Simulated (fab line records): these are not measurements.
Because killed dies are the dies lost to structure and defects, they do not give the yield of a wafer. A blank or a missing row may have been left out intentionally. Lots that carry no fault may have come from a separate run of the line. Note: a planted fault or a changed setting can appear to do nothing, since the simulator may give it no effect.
fab line records    flow nand-harc
record lots=24  wafers=72  last-day=34
route steps=1302 shown P_STI@84 P_CONTACT@234 P_M0@282 P_M1@311
lots that met no fault: from a run of the same line without faults
start-h: hours from the record's opening day to when the first of the lot's shown wafers began    wait-h: hours since the lot's step before    " repeats the value in the row above    L1.1+2: one row covering several wafers at once    - no value, or no start was given    * or withheld: withheld    < > ~ a bound
route shown NAME@n: a module of which the file shows steps, and the number in the route of the first    usual: mean/standard deviation of fault-free wafers    same: alike in all rows    chamber/n: place in a boat    sites: readings site by site    _std_site: standard deviation of those values    _edge_site: the outer-site mean with the inner-site mean subtracted    radius-mm: how far each site lies from the wafer's centre    mask NAME#n: copy n    behind: tool/chamber where the wafer was last shaped    hold: the reason the lot was held/the length of the hold in hours/how it ended    device: the n, p or np transistor that did not switch    end of line: tests of these same wafers at the route's end    a step given without rows: its recipe and nothing more    killed: dies that structure and defects cost at the first sort, which is not the same as the wafer's yield    map: a wafer's dies, x killed, . not, _ none there
set.NAME: the run value of the setting; set.NAME@STEP: its run value at that earlier step    model.NAME: the simulator's own value behind a step, which no gauge read
steps of the route over a sample of lots; a table a step, a row a wafer
services: when a tool's chamber went out of use (start-h, in hours from the record's first day, below 0 if earlier), for how many hours, and the reason
## steps
# step NHARC_P_STI_OVL_MEAS_10
# usual overlay-x-nm=0/5.7  overlay-y-nm=2/5.1
lot.wafer  tool        chamber  start-h  wait-h  overlay-x-nm  overlay-y-nm
L074.3     overlay-02  -        46.05    -       -5            4
L074.5     "           -        "        "       -5            4
L074.6     "           -        "        "       -5            3
L075.2     overlay-01  -        57.96    -       -6            5
L075.4     "           -        "        "       -6            4
L075.5     "           -        "        "       -6            4
L076.1     overlay-01  -        65.10    -       3             -1
L076.3     "           -        "        "       2             -1
L076.4     "           -        "        "       2             -1
L077.1     overlay-02  -        72.48    -       14            5
L077.4     "           -        "        "       13            5
L077.5     "           -        "        "       14            5
L078.2     overlay-02  -        82.92    -       -5            12
L078.3     "           -        "        "       -4            12
L078.4     "           -        "        "       -4            12
L079.1     overlay-02  -        93.09    -       -1            -3
L079.3     "           -        "        "       -2            -3
L079.4     "           -        "        "       -2            -4
L080.2     overlay-02  -        104.84   -       -6            2
L080.3     "           -        "        "       -6            2
L080.4     "           -        "        "       -6            2
L081.3     overlay-02  -        114.16   -       -13           -9
L081.5     "           -        "        "       -13           -9
L081.6     "           -        "        "       -12           -9
L082.1     overlay-02  -        125.05   -       1             1
L082.4     "           -        "        "       0             1
L082.6     "           -        "        "       1             1
L083.3     overlay-01  -        134.24   -       0             1
L083.4     "           -        "        "       0             2
L083.6     "           -        "        "       0             2
L084.1     overlay-02  -        144.57   -       2             -7
L084.2     "           -        "        "       2             -7
L084.6     "           -        "        "       2             -7
L085.1     overlay-01  -        153.99   -       8             4
L085.4     "           -        "        "       9             4
L085.5     "           -        "        "       8             4
L086.1     overlay-02  -        168.59   -       -6            5
L086.3     "           -        "        "       -6            5
L086.4     "           -        "        "       -6            5
L087.1     overlay-02  -        176.30   -       8             -1
L087.5     "           -        "        "       8             -1
L087.6     "           -        "        "       8             -1
L088.1     overlay-02  -        183.50   -       3             6
L088.5     "           -        "        "       3             7
L088.6     "           -        "        "       3             6
L089.1     overlay-02  -        193.20   -       2             8
L089.3     "           -        "        "       2             8
L089.6     "           -        "        "       2             8
L090.2     overlay-01  -        203.60   -       3             -8
L090.5     "           -        "        "       3             -9
L090.6     "           -        "        "       3             -9
L091.2     overlay-02  -        213.53   -       1             0
L091.3     "           -        "        "       1             1
L091.5     "           -        "        "       0             -1
L092.2     overlay-02  -        223.56   -       4             9
L092.3     "           -        "        "       5             9
L092.5     "           -        "        "       4             8
L093.2     overlay-01  -        238.24   -       -5            4
L093.4     "           -        "        "       -5            4
L093.5     "           -        "        "       -5            4
L094.2     overlay-02  -        244.96   -       3             5
L094.3     "           -        "        "       3             5
L094.5     "           -        "        "       3             5
L095.3     overlay-01  -        253.01   -       1             1
L095.4     "           -        "        "       1             1
L095.6     "           -        "        "       1             2
L096.1     overlay-01  -        265.27   -       -7            5
L096.3     "           -        "        "       -7            4
L096.4     "           -        "        "       -7            4
L097.1     overlay-02  -        274.70   -       -3            7
L097.4     "           -        "        "       -3            7
L097.5     "           -        "        "       -3            7
# step NHARC_P_CONTACT_INSPECT_14
# usual raw-defect-count=4.1/2.9
lot.wafer  tool               chamber  start-h  wait-h  raw-defect-count
L074.3     defect-inspect-02  -        126.36   0.0     5
L074.5     "                  -        "        "       3
L074.6     "                  -        "        "       5
L075.2     defect-inspect-02  -        132.87   0.0     1
L075.4     "                  -        "        "       2
L075.5     "                  -        "        "       1
L076.1     defect-inspect-02  -        134.32   0.0     2
L076.3     "                  -        "        "       4
L076.4     "                  -        "        "       5
L077.1     defect-inspect-02  -        152.83   0.0     4
L077.4     "                  -        "        "       4
L077.5     "                  -        "        "       5
L078.2     defect-inspect-02  -        158.61   0.0     3
L078.3     "                  -        "        "       6
L078.4     "                  -        "        "       4
L079.1     defect-inspect-01  -        170.91   0.0     6
L079.3     "                  -        "        "       5
L079.4     "                  -        "        "       7
L080.2     defect-inspect-02  -        178.06   0.0     4
L080.3     "                  -        "        "       1
L080.4     "                  -        "        "       4
L081.3     defect-inspect-02  -        187.87   0.0     0
L081.5     "                  -        "        "       1
L081.6     "                  -        "        "       2
L082.1     defect-inspect-01  -        198.98   0.0     10
L082.4     "                  -        "        "       6
L082.6     "                  -        "        "       4
L083.3     defect-inspect-02  -        219.48   0.0     2
L083.4     "                  -        "        "       5
L083.6     "                  -        "        "       3
L084.1     defect-inspect-02  -        223.86   0.0     5
L084.2     "                  -        "        "       5
L084.6     "                  -        "        "       5
L085.1     defect-inspect-02  -        226.84   0.0     3
L085.4     "                  -        "        "       1
L085.5     "                  -        "        "       2
L086.1     defect-inspect-02  -        241.26   0.0     2
L086.3     "                  -        "        "       2
L086.4     "                  -        "        "       4
L087.1     defect-inspect-02  -        245.73   0.0     3
L087.5     "                  -        "        "       6
L087.6     "                  -        "        "       7
L088.1     defect-inspect-02  -        264.43   0.0     1
L088.5     "                  -        "        "       5
L088.6     "                  -        "        "       5
L089.1     defect-inspect-01  -        266.02   0.0     4
L089.3     "                  -        "        "       1
L089.6     "                  -        "        "       4
L090.2     defect-inspect-02  -        279.82   0.0     1
L090.5     "                  -        "        "       5
L090.6     "                  -        "        "       1
L091.2     defect-inspect-01  -        293.63   0.0     4
L091.3     "                  -        "        "       2
L091.5     "                  -        "        "       6
L092.2     defect-inspect-01  -        299.55   0.0     5
L092.3     "                  -        "        "       3
L092.5     "                  -        "        "       9
L093.2     defect-inspect-01  -        314.26   0.0     1
L093.4     "                  -        "        "       4
L093.5     "                  -        "        "       1
L094.2     defect-inspect-02  -        319.80   0.0     2
L094.3     "                  -        "        "       5
L094.5     "                  -        "        "       0
L095.3     defect-inspect-01  -        329.79   0.0     5
L095.4     "                  -        "        "       3
L095.6     "                  -        "        "       5
L096.1     defect-inspect-01  -        338.25   0.0     17
L096.3     "                  -        "        "       13
L096.4     "                  -        "        "       12
L097.1     defect-inspect-02  -        351.50   0.0     4
L097.4     "                  -        "        "       4
L097.5     "                  -        "        "       8
# step NHARC_P_CONTACT_ETCH_36
# recipe target-depth-a=2600  over-etch-frac=0.25  time-s=406.25  ion-energy-ev=200  n2-flow-sccm=150  h2-flow-sccm=150  ar-flow-sccm=0  rf-w=400  bias-w=150  chemistry=N2/H2
# usual drypump-motor-current-A=5.3/0.33  oes-product-au=0.997/0.016  rf-vpp-V=430.6/2.8  showerhead-plenum-p-Torr=2.04/0.096  throttle-valve-pct=14.171/0.0086
# same over-etch-frac=0.25  time-s=406.25
lot.wafer  tool         chamber  start-h  wait-h  drypump-motor-current-A  oes-product-au  rf-hours-counter-h  rf-vpp-V  showerhead-plenum-p-Torr  throttle-valve-pct
L074.3     rie-diel-06  0        -        -       5.3                      1.020           8.1                 431.4     2.05                      14.155
L074.5     "            2        "        "       5.4                      1.007           -                   428.0     1.99                      14.189
L074.6     "            3        "        "       5.5                      1.003           -                   433.3     2.15                      14.173
L075.4     rie-diel-04  0        -        -       4.9                      1.004           3.5                 431.7     2.06                      14.181
L075.2     "            1        "        "       5.3                      1.013           3.4                 435.1     2.18                      14.171
L075.5     "            3        "        "       5.6                      1.012           -                   430.0     2.04                      14.165
L076.4     rie-diel-04  0        -        -       4.9                      1.013           3.9                 430.6     2.06                      14.182
L076.1     "            1        "        "       5.3                      1.017           3.8                 434.2     2.18                      14.182
L076.3     "            3        "        "       5.5                      1.023           3.6                 430.9     2.04                      14.174
L077.1     rie-diel-13  1        -        -       6.0                      1.008           3.4                 428.3     1.90                      14.170
L077.4     "            2        "        "       5.5                      1.005           3.3                 431.8     2.18                      14.174
L077.5     "            3        "        "       5.3                      0.977           -                   425.7     1.92                      14.170
L078.2     rie-diel-13  3        -        -       5.3                      0.975           4.0                 425.0     1.92                      14.174
L078.4     "            0        "        "       4.8                      1.031           4.0                 428.2     1.91                      14.164
L078.3     "            1        "        "       6.0                      1.008           3.7                 426.3     1.90                      14.168
L079.4     rie-diel-04  2        -        -       5.5                      1.013           4.4                 431.4     2.09                      14.171
L079.3     "            0        "        "       4.9                      0.993           5.1                 430.1     2.06                      14.173
L079.1     "            1        "        "       5.3                      0.999           5.0                 434.8     2.18                      14.158
L080.4     rie-diel-06  3        -        -       5.4                      0.985           1.4                 433.2     2.15                      14.174
L080.3     "            0        "        "       5.3                      0.992           2.7                 430.7     2.05                      14.166
L080.2     "            1        "        "       5.1                      0.977           3.1                 434.4     2.13                      14.152
L081.3     rie-diel-13  0        -        -       4.8                      1.039           0.2                 427.2     1.91                      14.179
L081.5     "            3        "        "       5.3                      0.990           -                   427.4     1.92                      14.177
L081.6     "            0        "        "       4.8                      1.025           -                   426.9     1.91                      14.165
L082.1     rie-diel-04  0        199.37   0.2     4.9                      0.988           0.3                 429.4     2.06                      14.179
L082.4     "            2        "        "       5.6                      0.987           -                   430.4     2.09                      14.180
L082.6     "            2        "        "       5.6                      0.995           -                   432.3     2.09                      14.172
L083.3     rie-diel-13  3        -        -       5.3                      0.999           1.1                 426.0     1.92                      14.173
L083.4     "            1        "        "       6.0                      0.994           1.1                 426.8     1.90                      14.170
L083.6     "            3        "        "       5.3                      0.992           -                   427.2     1.91                      14.180
L084.2     rie-diel-04  2        -        -       5.6                      0.997           1.3                 431.7     2.09                      14.175
L084.1     "            3        "        "       5.5                      0.987           0.7                 430.1     2.04                      14.165
L084.6     "            2        "        "       5.6                      0.997           -                   432.7     2.09                      14.157
L085.1     rie-diel-13  1        -        -       6.0                      1.004           1.5                 427.1     1.90                      14.169
L085.4     "            2        "        "       5.5                      0.968           1.5                 434.4     2.18                      14.184
L085.5     "            0        "        "       4.8                      1.025           -                   427.3     1.91                      14.168
L086.4     rie-diel-06  0        -        -       5.3                      0.996           4.4                 429.8     2.05                      14.158
L086.1     "            2        "        "       5.4                      1.005           4.8                 428.2     1.98                      14.161
L086.3     "            3        "        "       5.5                      0.992           3.1                 434.2     2.15                      14.167
L087.1     rie-diel-06  2        -        -       5.4                      0.993           5.1                 429.5     1.98                      14.184
L087.6     "            2        "        "       5.4                      0.992           -                   428.5     1.99                      14.164
L087.5     "            3        "        "       5.5                      0.983           -                   433.9     2.15                      14.160
L088.1     rie-diel-13  2        -        -       5.5                      0.980           2.1                 433.5     2.18                      14.171
L088.6     "            0        "        "       4.8                      1.022           -                   427.5     1.91                      14.187
L088.5     "            1        "        "       6.0                      0.995           -                   427.6     1.90                      14.173
L089.1     rie-diel-04  3        -        -       5.5                      0.991           1.8                 429.6     2.03                      14.174
L089.3     "            0        "        "       4.9                      0.991           2.4                 430.7     2.06                      14.183
L089.6     "            2        "        "       5.6                      0.992           -                   432.0     2.09                      14.171
L090.2     rie-diel-04  3        -        -       5.5                      0.995           2.2                 431.3     2.03                      14.153
L090.6     "            3        "        "       5.5                      1.001           -                   430.8     2.03                      14.177
L090.5     "            0        "        "       4.9                      0.987           -                   431.6     2.06                      14.178
L091.3     rie-diel-06  3        -        -       5.5                      0.982           6.3                 434.6     2.15                      14.167
L091.2     "            2        "        "       5.4                      1.014           8.2                 430.0     1.98                      14.177
L091.5     "            3        "        "       5.5                      0.982           -                   433.1     2.15                      14.172
L092.2     rie-diel-06  0        -        -       5.3                      0.993           8.2                 430.7     2.05                      14.169
L092.3     "            1        "        "       5.0                      0.988           8.5                 432.7     2.13                      14.169
L092.5     "            3        "        "       5.5                      0.976           -                   432.2     2.15                      14.181
L093.4     rie-diel-13  1        -        -       6.0                      1.013           3.6                 426.2     1.90                      14.160
L093.2     "            3        "        "       5.3                      0.989           3.8                 427.1     1.91                      14.161
L093.5     "            0        "        "       4.8                      1.019           -                   427.3     1.91                      14.163
L094.2     rie-diel-04  0        -        -       4.9                      0.985           3.9                 428.9     2.06                      14.170
L094.3     "            1        "        "       5.4                      0.974           2.7                 434.3     2.18                      14.156
L094.5     "            0        "        "       4.9                      0.992           -                   430.8     2.06                      14.171
L095.4     rie-diel-04  0        -        -       4.9                      0.982           4.4                 430.2     2.06                      14.178
L095.3     "            1        "        "       5.3                      0.980           3.3                 433.6     2.18                      14.173
L095.6     "            3        "        "       5.5                      0.989           -                   430.7     2.03                      14.170
L096.4     rie-diel-04  2        -        -       5.6                      1.006           4.4                 431.9     2.09                      14.179
L096.1     "            3        "        "       5.5                      0.998           4.6                 430.1     2.03                      14.158
L096.3     "            1        "        "       5.3                      0.999           3.7                 433.8     2.18                      14.170
L097.4     rie-diel-13  2        -        -       5.5                      0.996           0.1                 434.0     2.18                      14.168
L097.1     "            1        "        "       6.0                      1.016           0.1                 427.5     1.90                      14.158
L097.5     "            3        "        "       5.3                      0.974           -                   425.5     1.91                      14.166
# step NHARC_P_M0_INSPECT_27
# usual raw-defect-count=297/98
lot.wafer  tool               chamber  start-h  wait-h  raw-defect-count
L074.3     defect-inspect-01  -        133.07   0.0     211
L074.5     "                  -        "        "       245
L074.6     "                  -        "        "       353
L075.2     defect-inspect-02  -        139.56   0.0     146
L075.4     "                  -        "        "       155
L075.5     "                  -        "        "       283
L076.1     defect-inspect-02  -        141.56   0.0     240
L076.3     "                  -        "        "       346
L076.4     "                  -        "        "       159
L077.1     defect-inspect-02  -        159.41   0.0     431
L077.4     "                  -        "        "       363
L077.5     "                  -        "        "       262
L078.2     defect-inspect-01  -        165.89   0.0     284
L078.3     "                  -        "        "       139
L078.4     "                  -        "        "       334
L079.1     defect-inspect-02  -        177.59   0.0     224
L079.3     "                  -        "        "       338
L079.4     "                  -        "        "       348
L080.2     defect-inspect-02  -        184.79   0.0     180
L080.3     "                  -        "        "       283
L080.4     "                  -        "        "       233
L081.3     defect-inspect-01  -        194.58   0.0     252
L081.5     "                  -        "        "       200
L081.6     "                  -        "        "       196
L082.1     defect-inspect-01  -        206.11   0.0     254
L082.4     "                  -        "        "       217
L082.6     "                  -        "        "       366
L083.3     defect-inspect-01  -        226.06   0.0     268
L083.4     "                  -        "        "       252
L083.6     "                  -        "        "       248
L084.1     defect-inspect-01  -        230.62   0.0     373
L084.2     "                  -        "        "       654
L084.6     "                  -        "        "       278
L085.1     defect-inspect-01  -        233.65   0.0     602
L085.4     "                  -        "        "       221
L085.5     "                  -        "        "       275
L086.1     defect-inspect-01  -        248.13   0.0     256
L086.3     "                  -        "        "       299
L086.4     "                  -        "        "       302
L087.1     defect-inspect-01  -        253.10   0.0     327
L087.5     "                  -        "        "       266
L087.6     "                  -        "        "       364
L088.1     defect-inspect-01  -        271.11   0.0     389
L088.5     "                  -        "        "       333
L088.6     "                  -        "        "       370
L089.1     defect-inspect-02  -        272.75   0.0     244
L089.3     "                  -        "        "       197
L089.6     "                  -        "        "       254
L090.2     defect-inspect-01  -        286.83   0.0     148
L090.5     "                  -        "        "       341
L090.6     "                  -        "        "       291
L091.2     defect-inspect-01  -        300.79   0.0     193
L091.3     "                  -        "        "       184
L091.5     "                  -        "        "       145
L092.2     defect-inspect-02  -        306.26   0.0     379
L092.3     "                  -        "        "       491
L092.5     "                  -        "        "       246
L093.2     defect-inspect-02  -        321.05   0.0     252
L093.4     "                  -        "        "       357
L093.5     "                  -        "        "       345
L094.2     defect-inspect-01  -        326.64   0.0     212
L094.3     "                  -        "        "       236
L094.5     "                  -        "        "       358
L095.3     defect-inspect-02  -        336.39   0.0     344
L095.4     "                  -        "        "       544
L095.6     "                  -        "        "       399
L096.1     defect-inspect-01  -        344.99   0.0     269
L096.3     "                  -        "        "       308
L096.4     "                  -        "        "       284
L097.1     defect-inspect-01  -        358.26   0.0     338
L097.4     "                  -        "        "       329
L097.5     "                  -        "        "       391
# step NHARC_P_M1_CMP_23
# recipe t-overpolish-s=20  target-thk-nm=157.82
# usual motor-current-A=12.5/0.89  slurry-flow-ml-min=150.1/0.49  time-to-endpoint-s=29.0/2.8
lot.wafer  tool    chamber  start-h  wait-h  motor-current-A  slurry-flow-ml-min  time-to-endpoint-s
L074.3     cmp-04  0        136.75   -       10.9             149.8               22.2
L074.6     "       3        "        "       11.5             149.2               29.9
L074.5     "       0        "        "       10.8             150.0               24.8
L075.2     cmp-03  3        143.44   -       13.2             149.8               28.4
L075.4     "       0        "        "       14.2             150.2               29.9
L075.5     "       1        "        "       11.9             149.7               33.7
L076.3     cmp-01  0        145.23   -       13.6             150.5               26.4
L076.4     "       1        "        "       12.0             149.0               28.3
L076.1     "       2        "        "       12.7             149.8               31.2
L077.1     cmp-01  0        163.10   -       13.6             149.7               26.5
L077.4     "       2        "        "       12.4             150.8               31.5
L077.5     "       1        "        "       12.4             149.7               30.7
L078.4     cmp-01  3        169.65   -       12.8             150.4               34.6
L078.2     "       0        "        "       12.7             149.9               29.2
L078.3     "       2        "        "       13.0             149.4               33.4
L079.3     cmp-04  3        181.12   -       11.5             150.3               31.9
L079.1     "       1        "        "       13.8             150.7               27.8
L079.4     "       2        "        "       12.1             150.5               24.6
L080.4     cmp-04  2        188.34   -       12.0             149.8               22.7
L080.2     "       3        "        "       11.7             150.4               29.6
L080.3     "       1        "        "       14.8             150.6               24.9
L081.3     cmp-03  1        198.25   -       12.0             150.6               29.9
L081.5     "       1        "        "       11.4             150.6               31.2
L081.6     "       2        "        "       10.8             150.2               28.8
L082.1     cmp-01  2        209.73   -       13.1             149.1               33.1
L082.4     "       0        "        "       12.3             149.7               26.9
L082.6     "       1        "        "       12.4             151.3               29.1
L083.4     cmp-01  1        229.75   -       12.6             150.5               29.6
L083.3     "       3        "        "       13.1             150.0               30.0
L083.6     "       2        "        "       13.1             150.0               30.4
L084.2     cmp-03  2        234.94   -       11.6             151.1               29.0
L084.1     "       0        "        "       13.6             149.0               25.0
L084.6     "       1        "        "       11.9             150.0               31.9
L085.4     cmp-04  0        237.36   -       12.4             151.2               25.4
L085.1     "       3        "        "       11.5             149.9               31.0
L085.5     "       1        "        "       14.1             149.7               29.8
L086.4     cmp-01  3        251.96   -       12.7             149.7               28.2
L086.3     "       1        "        "       12.6             149.6               28.7
L086.1     "       2        "        "       13.0             150.5               29.0
L087.1     cmp-03  0        257.11   -       14.2             150.3               28.7
L087.5     "       2        "        "       11.5             149.4               29.8
L087.6     "       3        "        "       13.6             150.1               24.6
L088.1     cmp-04  2        275.17   -       12.1             150.2               28.2
L088.5     "       3        "        "       11.2             149.6               33.2
L088.6     "       0        "        "       12.0             150.1               26.2
L089.1     cmp-01  3        276.55   -       13.3             149.6               26.6
L089.3     "       0        "        "       13.4             150.2               27.7
L089.6     "       1        "        "       12.5             150.2               27.5
L090.2     cmp-01  1        290.42   -       12.3             150.2               29.9
L090.5     "       0        "        "       12.9             150.3               29.2
L090.6     "       1        "        "       11.4             150.4               31.7
L091.2     cmp-03  3        304.53   -       13.7             150.9               27.4
L091.3     "       0        "        "       14.3             149.6               29.3
L091.5     "       2        "        "       11.3             150.3               31.7
L092.3     cmp-01  2        310.00   -       12.3             149.4               29.0
L092.2     "       3        "        "       12.9             150.6               27.5
L092.5     "       0        "        "       13.5             149.7               26.0
L093.2     cmp-04  0        325.21   -       11.5             151.2               25.2
L093.4     "       1        "        "       13.9             150.0               33.8
L093.5     "       0        "        "       11.1             151.0               27.2
L094.3     cmp-01  3        330.27   -       13.1             150.1               30.6
L094.2     "       0        "        "       13.9             149.7               24.7
L094.5     "       2        "        "       12.7             150.4               30.2
L095.4     cmp-01  3        340.09   -       13.1             150.2               28.1
L095.3     "       1        "        "       12.1             150.4               26.3
L095.6     "       2        "        "       12.0             149.6               31.6
L096.4     cmp-04  3        348.69   -       11.7             149.8               28.7
L096.3     "       0        "        "       11.2             149.9               25.4
L096.1     "       2        "        "       12.9             150.5               27.0
L097.4     cmp-01  2        361.97   -       12.5             150.3               30.7
L097.1     "       0        "        "       12.9             150.4               26.7
L097.5     "       2        "        "       12.0             149.6               31.3
# step NHARC_P_M1_THK_MEAS_24
# recipe thk-meas-gauge=xrf
# usual thk-nm=157.7/1.6
lot.wafer  tool           chamber  start-h  wait-h  thk-nm
L074.3     film-metro-02  -        137.04   -       157.0
L074.5     "              -        "        "       157.6
L074.6     "              -        "        "       156.7
L075.2     film-metro-01  -        143.70   -       158.5
L075.4     "              -        "        "       159.0
L075.5     "              -        "        "       160.5
L076.1     film-metro-01  -        145.54   -       159.0
L076.3     "              -        "        "       156.5
L076.4     "              -        "        "       154.6
L077.1     film-metro-02  -        163.41   -       154.8
L077.4     "              -        "        "       157.7
L077.5     "              -        "        "       158.4
L078.2     film-metro-01  -        169.96   -       159.1
L078.3     "              -        "        "       158.7
L078.4     "              -        "        "       160.7
L079.1     film-metro-02  -        181.44   -       156.0
L079.3     "              -        "        "       157.9
L079.4     "              -        "        "       156.7
L080.2     film-metro-01  -        188.65   -       158.1
L080.3     "              -        "        "       155.8
L080.4     "              -        "        "       154.5
L081.3     film-metro-02  -        198.56   -       158.0
L081.5     "              -        "        "       158.3
L081.6     "              -        "        "       156.5
L082.1     film-metro-02  -        210.01   -       160.8
L082.4     "              -        "        "       158.4
L082.6     "              -        "        "       158.7
L083.3     film-metro-02  -        230.07   -       155.5
L083.4     "              -        "        "       155.7
L083.6     "              -        "        "       159.4
L084.1     film-metro-01  -        235.23   -       155.6
L084.2     "              -        "        "       157.4
L084.6     "              -        "        "       158.4
L085.1     film-metro-01  -        237.67   -       157.4
L085.4     "              -        "        "       155.4
L085.5     "              -        "        "       157.6
L086.1     film-metro-01  -        252.27   -       159.3
L086.3     "              -        "        "       158.5
L086.4     "              -        "        "       160.2
L087.1     film-metro-02  -        257.37   -       155.2
L087.5     "              -        "        "       159.6
L087.6     "              -        "        "       157.2
L088.1     film-metro-01  -        275.40   -       156.5
L088.5     "              -        "        "       159.2
L088.6     "              -        "        "       157.7
L089.1     film-metro-02  -        276.81   -       159.3
L089.3     "              -        "        "       157.9
L089.6     "              -        "        "       160.7
L090.2     film-metro-01  -        290.71   -       157.2
L090.5     "              -        "        "       158.3
L090.6     "              -        "        "       158.3
L091.2     film-metro-02  -        304.79   -       155.0
L091.3     "              -        "        "       159.3
L091.5     "              -        "        "       158.3
L092.2     film-metro-02  -        310.26   -       158.4
L092.3     "              -        "        "       160.7
L092.5     "              -        "        "       158.4
L093.2     film-metro-01  -        325.50   -       157.6
L093.4     "              -        "        "       159.5
L093.5     "              -        "        "       157.4
L094.2     film-metro-01  -        330.53   -       156.9
L094.3     "              -        "        "       157.0
L094.5     "              -        "        "       157.9
L095.3     film-metro-02  -        340.38   -       156.0
L095.4     "              -        "        "       157.2
L095.6     "              -        "        "       155.7
L096.1     film-metro-02  -        349.00   -       158.4
L096.3     "              -        "        "       155.5
L096.4     "              -        "        "       159.6
L097.1     film-metro-02  -        362.25   -       156.4
L097.4     "              -        "        "       157.2
L097.5     "              -        "        "       156.0
## services
tool         chamber  start-h  hours  kind
rie-diel-13  2        104.89   2.6    repair
cmp-04       -        111.00   4.0    pm
cmp-01       -        111.80   3.1    repair
cmp-01       -        115.43   1.5    repair
rie-diel-13  3        154.41   2.4    repair
rie-diel-04  3        154.68   3.9    repair
rie-diel-13  2        160.93   2.7    repair
rie-diel-13  -        165.01   9.0    pm
rie-diel-04  -        177.93   9.0    pm
cmp-01       -        187.85   4.0    pm
rie-diel-04  1        190.74   25.3   repair
rie-diel-04  2        192.19   5.4    repair
rie-diel-04  3        196.36   3.9    repair
cmp-04       -        209.00   4.0    pm
rie-diel-13  0        210.73   3.9    repair
rie-diel-13  3        211.52   1.3    repair
cmp-04       -        260.47   0.9    repair
cmp-01       -        272.45   1.0    repair
cmp-01       -        285.85   4.0    pm
cmp-01       -        301.29   2.2    repair
rie-diel-04  2        312.69   9.3    repair
rie-diel-13  -        342.01   9.0    pm
rie-diel-04  1        343.75   5.5    repair
rie-diel-04  -        354.93   9.0    pm
## key
fault none
